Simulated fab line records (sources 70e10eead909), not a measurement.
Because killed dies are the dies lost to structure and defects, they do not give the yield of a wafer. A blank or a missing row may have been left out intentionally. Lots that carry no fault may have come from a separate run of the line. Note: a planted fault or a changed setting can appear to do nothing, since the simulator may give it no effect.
Comparing a struck lot with a sound one	flow nand harc	42 steps out of a route of 1159
Sound: these wafers, L514.3, L514.4, L514.6. Struck: wafer L525.1 (L525.3, L525.6, from the same lot, were not struck and are left out); the cause is given at the end.
Per side, at each step with rows, come the tool, then ch with its chambers, and then its first start. Under that, the readings that differ: sound wafers	struck wafers	difference of the means	sigmas: that difference in standard deviations of wafers without a fault.
alike: words and numbers the same on both sides, and readings whose means are apart by under 2 such deviations; not compared: readings that were withheld, readings missing a value for some wafer, numbers with overlapping values and no deviation given by the record, and bounds like >300 which may hide the same value.
The two part at a step that has a row with sigmas, a row that says differs or no value, or rows on one side only. Numbers that have no deviation but don't overlap get no sigmas and don't part them. Lack of a reading on every wafer of one side parts them only where that side has two or more wafers.

first, 4 steps without rows for these wafers: NHARC_HYBRID_BOND_PRECLEAN_01 (cleans in DIW, time 300 s); NHARC_HYBRID_BOND_SRD_02 (time 30 s, dry time 20 s); NHARC_HYBRID_BOND_BOND_03; NHARC_HYBRID_BOND_ANNEAL_04 (time 7200 s).
NHARC_HYBRID_BOND_OVL_MEAS_05:
  struck on overlay-01, day 21 23:09; sound on overlay-02, day 19 01:41
  alike: overlay x nm, overlay y nm
NHARC_HYBRID_BOND_INSPECT_06: inspects for defects (ir void).
  struck on defect inspect-02, day 21 23:12; sound on defect inspect-02, day 19 01:44
reading	sound	struck	difference	sigmas
raw defect count	11 14 19	47	+32	+2
then, 2 steps without rows for these wafers: NHARC_THIN_TSV_GRIND_00; NHARC_THIN_TSV_CMP_01 (polishes).
NHARC_THIN_TSV_THK_MEAS_02: measures by ir.
  struck on film metro-01, day 22 02:01; sound on film metro-01, day 19 03:22
  alike: thk nm
then, 3 steps without rows for these wafers: NHARC_THIN_TSV_SRD_03; NHARC_THIN_TSV_PRECLEAN_41 (cleans in SC1); NHARC_THIN_TSV_SRD_42.
NHARC_THIN_TSV_DEP_43: deposits SiO2, target thk 1328.5 nm.
  sound on pecvd-02 ch 0,1,2, day 19 03:35; struck on pecvd-02 ch 0, day 22 02:14
  alike: throttle valve pct
then, 8 steps without rows for these wafers: NHARC_THIN_TSV_DEHYDRATE_04 (time 120 s); NHARC_THIN_TSV_HMDS_05 (time 30 s); NHARC_THIN_TSV_COAT_06; NHARC_THIN_TSV_SOFTBAKE_07 (time 95 s); NHARC_THIN_TSV_EBR_08; NHARC_THIN_TSV_EXPOSE_09 (exposes mask TSV); NHARC_THIN_TSV_PEB_10 (peb time 85 s); NHARC_THIN_TSV_DEVELOP_11 (time 70 s).
NHARC_THIN_TSV_CD_MEAS_12 targets a cd of 1000 nm.
  sound on cd sem-03 ch 0, day 19 04:26; struck on cd sem-01 ch 0, day 22 02:57
  alike: cd nm
then, 4 steps without rows for these wafers: NHARC_THIN_TSV_HARDBAKE_13 (time 80 s); NHARC_THIN_TSV_DESCUM_14 (chemistry O2, time 3 s); NHARC_THIN_TSV_ETCH_44 (etches the open film in CF4/O2, target depth 1594.2 nm, time 797.1 s); NHARC_THIN_TSV_ETCH_15 (target depth 3000 nm, bosch target overetch cycles 2, bosch etch step 2.8 s).
NHARC_THIN_TSV_CD_MEAS_16:
  struck on cd sem-02, day 22 03:55; sound on cd sem-02, day 19 05:33
  alike: cd nm
NHARC_THIN_TSV_STRIP_45: strips in O2.
  sound on plasma asher-02 ch 0,1, day 19 05:43; struck on plasma asher-02 ch 0, day 22 03:59
reading	sound	struck	difference	sigmas
rf hours counter h (h)	- - -	46	no value on the sound wafers	
  alike: drypump motor current A, heater power w
then, 2 steps without rows for these wafers: NHARC_THIN_TSV_STRIP_46 (strips in post etch residue remover, time 1200 s); NHARC_THIN_TSV_DEP_47 (deposits SiO2, target thk 200 nm).
NHARC_THIN_TSV_ETCHBACK_48: etches the open film in C4F8/Ar, target depth 1028.5 nm, time 405.17 s.
  sound on rie diel-13 ch 0,3, day 19 07:08; struck on rie diel-11 ch 2, day 22 05:14
  alike: oes product au, rf vpp V
  not compared: rf hours counter h
then, 1 step without rows for these wafers: NHARC_THIN_TSV_STRIP_62 (strips in N2/H2, time 20 s).
NHARC_THIN_TSV_DEGAS_49: time 120 s.
  struck on pvd sputter-03, day 22 05:44; sound on pvd sputter-01, day 19 07:38
  alike: heater power w
then, 1 step without rows for these wafers: NHARC_THIN_TSV_PRE_CLEAN_50 (time 30 s).
NHARC_THIN_TSV_PVD_19: deposits TaN, target thk 20 nm.
  sound on pvd sputter-01; struck on pvd sputter-03
  alike: throttle valve pct
NHARC_THIN_TSV_PVD_51: deposits Cu, target thk 100 nm.
  sound on pvd sputter-01; struck on pvd sputter-03
  alike: throttle valve pct
then, 5 steps without rows for these wafers: NHARC_THIN_TSV_ECD_20 (material Cu, target thk 2000 nm); NHARC_THIN_TSV_ANNEAL_52 (time 90 s); NHARC_THIN_TSV_CMP_21 (polishes, t overpolish 30 s, target thk 2000 nm); NHARC_THIN_TSV_SRD_23; NHARC_THIN_TSV_DEGAS_53 (time 60 s).
NHARC_END_SORT_01:
  sound on prober-02 ch 0, day 20 06:38; struck on prober-02 ch 0, day 22 16:35
reading	sound	struck	difference	sigmas
hold	- - -	await dispo/2.0h/release	no value on the sound wafers	
defect limited yield (%)	98.1 97.8 97.5	0	-98	-54
killed at array	10 14 15	42	+29	+3
killed at other	0 0 0	634	+634	+99 or more
killed dies	13 15 17	677	+662	+55
sort_bin_2_pct (%)	0.6 0.6 1.3	95.6	+94.8	+99 or more
sort_bin_4_pct (%)	1.2 1.5 1.0	4.0	+2.8	+2
sort n pass	664 662 660	0	-662	-55
sort rim yield pct (%)	100.0 99.1 98.1	0	-99	-52
sort yield pct (%)	98.1 97.8 97.5	0	-98	-54
  alike: killed at periphery, killed open, killed short, sort_bin_3_pct

== WHERE THEY PART ==
At NHARC_HYBRID_BOND_INSPECT_06 first; at NHARC_END_SORT_01 last (within this record only).

WHY: the cause the simulator had injected
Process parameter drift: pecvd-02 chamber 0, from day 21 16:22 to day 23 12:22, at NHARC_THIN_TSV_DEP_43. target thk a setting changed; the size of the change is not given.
